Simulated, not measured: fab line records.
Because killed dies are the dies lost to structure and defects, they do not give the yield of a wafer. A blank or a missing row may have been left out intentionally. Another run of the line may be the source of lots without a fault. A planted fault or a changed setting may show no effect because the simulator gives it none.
Matching of chambers	flow n5Finfet	N5_BEOL_M2_ETCH_70 on rieDiel-04: 4 sister chambers
The step etches SOC in N2/H2, target depth 80 nm, overetch 24 nm, time 130 s. 7 wafers are shown with their chamber, then 7 later ones without.

## WAFERS PAIRED WITH THEIR CHAMBERS
wafer	chamber	throttleValvePct (%)	showerheadPlenumPTorr (Torr)
L084.2	2	17.45	2.58
L084.4	0	17.91	2.41
L085.2	2	17.44	2.58
L085.3	1	17.95	2.47
L085.4	3	17.82	2.58
L087.2	1	17.97	2.47
L087.4	3	17.83	2.57

## WAFERS MISSING THEIR CHAMBER
wafer	throttleValvePct (%)	showerheadPlenumPTorr (Torr)
L087.5	17.44	2.58
L094.1	17.85	2.57
L094.2	17.47	2.58
L094.3	17.95	2.41
L097.4	17.99	2.46
L097.5	17.88	2.57
L097.6	17.51	2.57

## EACH ONE'S CHAMBER
wafer	from the rows above	in truth
L087.5	2	2
L094.1	3	3
L094.2	2	2
L094.3	0	0
L097.4	1	1
L097.5	3	3
L097.6	2	2
Placed correctly: 7 of 7. Number that these rows cannot place: 0. Wrongly placed: 0.
How it was worked out, from the rows above alone: a wafer's distance from a chamber is the root of the sum, over the readings, of the square of ((its reading less the chamber's mean) divided by the reading's scatter). If the next closest chamber is less than 2 further off than the closest, the wafer can't be placed; otherwise it belongs to the closest. For every chamber, the mean is computed from those of its wafers that are shown. The scatter is the square root of a quotient: the sum, over the shown wafers, of each reading's squared deviation from its chamber's mean, divided by wafers minus chambers.
